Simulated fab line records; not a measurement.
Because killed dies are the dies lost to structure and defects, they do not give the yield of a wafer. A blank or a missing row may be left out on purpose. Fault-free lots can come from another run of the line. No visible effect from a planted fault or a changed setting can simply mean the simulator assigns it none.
A lot that was struck, set against a sound lot :: flow nandHarc :: 15 out of 1159 route steps
Sound: wafers L445.1, L445.3, L445.6. Struck: wafers L447.4, L447.6. (L447.3 of the same lot was not struck and is left out.) The cause comes at the end.
At each step with rows: each side's tool, then ch and its chambers, then its first start. Under that, the readings that differ: sound wafers :: struck wafers :: difference of the means :: sigmas: that difference in standard deviations of wafers without a fault.
alike: readings whose means differ by less than 2 such deviations, and words and numbers that are the same on both sides. not compared: withheld readings, readings that some wafer has no value for, bounds like >300 that may hide the same value, and numbers for which the record gives no deviation and whose values overlap.
A row with sigmas, a row that says differs or no value, or rows on one side alone: a step with any of these is where the two part. Numbers that don't overlap but have no deviation are shown without sigmas and don't part them. Lack of a reading on every wafer of one side parts them only where that side has two or more wafers.

NHARC_P_CONTACT_DESCUM_17: chemistry O2, time 3 s.
  sound on rieDiel-02 ch 0,2,3, day 8 20:52; struck on rieDiel-02 ch 2,3, day 9 10:56
  alike: drypumpMotorCurrentA, oesProductAu, rfVppV, showerheadPlenumPTorr, throttleValvePct
  not compared: rfHoursCounterH
NHARC_P_CONTACT_ETCH_35: etches the open film in CF4, target depth 39 nm, time 65 s.
  sound on rieDiel-02 ch 0,3, day 8 20:57; struck on rieDiel-02 ch 0,2, day 9 11:00
  alike: drypumpMotorCurrentA, oesProductAu, rfVppV, showerheadPlenumPTorr, throttleValvePct
  not compared: rfHoursCounterH
then, 4 steps without rows for these wafers: NHARC_P_CONTACT_ETCH_36 (etches the open film in N2/H2, target depth 260 nm, time 406.25 s); NHARC_P_CONTACT_ETCH_18 (etches the open film in C4F8/O2/Ar, target depth 481 nm, time 240.5 s); NHARC_P_CONTACT_STRIP_37 (strips in C4F8/O2/Ar); NHARC_P_CONTACT_ETCH_31 (etches the open film in CH3F/O2, target depth 30 nm, time 85.7 s).
NHARC_P_CONTACT_CD_MEAS_19:
  struck on cdSem-03, day 9 11:48; sound on cdSem-01, day 8 21:44
  alike: cdNm
NHARC_P_CONTACT_STRIP_28: strips in O2.
  sound on rieDiel-02 ch 0,2, day 8 21:49; struck on rieDiel-02 ch 0,2, day 9 11:53
  alike: drypumpMotorCurrentA, oesProductAu, rfVppV, showerheadPlenumPTorr, throttleValvePct
  not compared: rfHoursCounterH
then, 1 step without rows for these wafers: NHARC_P_CONTACT_STRIP_29 (strips in post etch residue remover, time 1200 s).
NHARC_P_CONTACT_DEGAS_38: time 60 s.
  struck on pvdSputter-02, day 9 12:31; sound on pvdSputter-02, day 8 22:28
  alike: heaterPowerW
then, 2 steps without rows for these wafers: NHARC_P_CONTACT_PRE_CLEAN_39 (time 19.5 s); NHARC_P_CONTACT_PVD_32 (deposits Ti, target thk 5 nm, time 17.7 s).
NHARC_P_CONTACT_ALD_22: deposits TiN, target thk 3 nm, pulse time 1 s, ald cycles 150.
  sound on aldMetal-03 ch 0,1, day 8 22:43; struck on aldMetal-03 ch 0,1, day 9 12:44
reading: aldCycles
sound: 150 150 150
struck: 139 139
difference: -11
sigmas: 
  alike: heaterPowerW, precursorPulseHeightRel
NHARC_P_CONTACT_CVD_23: deposits W, target thk 200 nm, time 557 s.
  sound on cvdW-01 ch 1; struck on cvdW-01 ch 0,1
  alike: heaterPowerW, throttleValvePct
-- jump in the record: it breaks off in module P_CONTACT and resumes in module END (first step shown: number 1159 of the route), and 14 days separate the struck wafers' starts before and after --
NHARC_END_SORT_01:
  at this point the record logs the struck wafers (prober-02 ch 0, day 23 14:46) and has no rows for the sound ones

WHERE THEY PART
Within this record, at NHARC_END_SORT_01 only.

WHY: what had been put in by the simulator
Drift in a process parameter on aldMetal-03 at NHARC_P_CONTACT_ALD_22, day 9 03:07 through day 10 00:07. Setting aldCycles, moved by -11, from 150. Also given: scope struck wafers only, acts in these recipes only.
